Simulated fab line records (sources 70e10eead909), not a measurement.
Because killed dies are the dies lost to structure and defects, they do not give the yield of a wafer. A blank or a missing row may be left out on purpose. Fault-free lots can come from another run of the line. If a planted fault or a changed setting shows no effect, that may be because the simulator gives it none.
What tool caused it? | flow nand-harc | 6 lots (17 wafers sampled), 1 step of a 1159-step route

WHAT THE GAUGES READ, wafer by wafer
NHARC_A_SLIT_CD_MEAS_09: the cd target is 300 nm.
lot  | measured     | on        | cd-nm (nm)
L327 | day 15 11:13 | cd-sem-03 | 300.2 299.3 299.6
L328 | day 15 16:26 | cd-sem-03 | 300.4 300.3 300.9
L330 | day 16 11:30 | cd-sem-01 | 300.1 299.6 299.5
L340 | day 18 15:38 | cd-sem-02 | 300.9 301.2
L341 | day 19 09:44 | cd-sem-03 | 300.3 300.3 300.1
L343 | day 19 23:54 | cd-sem-02 | 299.7 299.6 300.6

TOOL THAT RAN EACH LOT (tool first, then ch and the chambers of the sampled wafers, then the start)
The record holds no process step before these readings.

THE ANSWER, worked out from the rows above alone
Rule: usual is defined by the lots themselves. The widest of any qualifying gaps counts: lots, ordered by their means at a reading, are off when they make up no more than a third of the lots, leave a main group of 4 or more, and stand apart from it by 3 or more times the standard deviation of that group's means. If all means in a main group match to the digits the tables above print for the reading, that group is not used. Also off: a lot with no number at a reading for which 4 or more lots have one. The other lots that the step has rows for count as sound.
No lot is off on any of the readings shown, so nothing can be concluded from this.

WHAT THE SIMULATOR HAD INSERTED
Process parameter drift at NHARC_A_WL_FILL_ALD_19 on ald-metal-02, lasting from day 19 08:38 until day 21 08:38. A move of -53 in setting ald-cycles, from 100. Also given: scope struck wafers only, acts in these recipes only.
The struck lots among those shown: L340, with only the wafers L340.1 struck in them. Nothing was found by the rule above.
